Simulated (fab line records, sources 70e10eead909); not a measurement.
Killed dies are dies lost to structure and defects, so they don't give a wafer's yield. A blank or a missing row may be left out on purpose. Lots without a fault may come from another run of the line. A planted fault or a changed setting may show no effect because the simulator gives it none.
Chamber matching | flow nand_harc | NHARC_A_STAIRCASE_DEP_280 on pecvd-01: 3 sister chambers
The step deposits SiON, target thk 30 nm. 6 wafers are shown with their chamber, then 10 later ones without.

WAFERS WITH THEIR CHAMBER
wafer  | chamber | showerhead_vpp_V (V) | heater_power_w (W)
L079.5 | 2       | 1154                 | 897
L082.4 | 0       | 1077                 | 833
L091.4 | 1       | 1183                 | 648
L091.5 | 0       | 1089                 | 813
L092.1 | 2       | 1194                 | 896
L092.2 | 1       | 1203                 | 771

WAFERS WITHOUT THEIR CHAMBER
wafer  | showerhead_vpp_V (V) | heater_power_w (W)
L092.4 | 1066                 | 750
L090.2 | 1186                 | 726
L090.3 | 1187                 | 875
L090.6 | 1058                 | 816
L094.2 | 1072                 | 815
L094.3 | 1206                 | 745
L094.5 | 1187                 | 825
L096.2 | 1065                 | 809
L096.3 | 1203                 | 706
L096.5 | 1200                 | 950

WHICH CHAMBER EACH WENT THROUGH
wafer  | from the rows above     | in truth
L092.4 | 0                       | 0
L090.2 | 1                       | 1
L090.3 | 2                       | 2
L090.6 | 0                       | 0
L094.2 | 0                       | 0
L094.3 | 1                       | 1
L094.5 | can't be placed: 2 or 1 | 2
L096.2 | 0                       | 0
L096.3 | 1                       | 1
L096.5 | 2                       | 2
Placed correctly: 9 of 10. Can't be placed from these rows: 1 (the true chamber is among the candidates in 1). Placed wrongly: 0.
How it was worked out, from the rows above alone: a wafer's distance from a chamber is the root of the sum, over the readings, of the square of ((its reading less the chamber's mean) divided by the reading's scatter). The wafer belongs to the nearest chamber; if the next one is less than 2 further off, it can't be placed. A chamber's mean is the mean of its shown wafers. The scatter: the root of (the sum of the squares of (reading less its chamber's mean) over the shown wafers, divided by (wafers less chambers)).
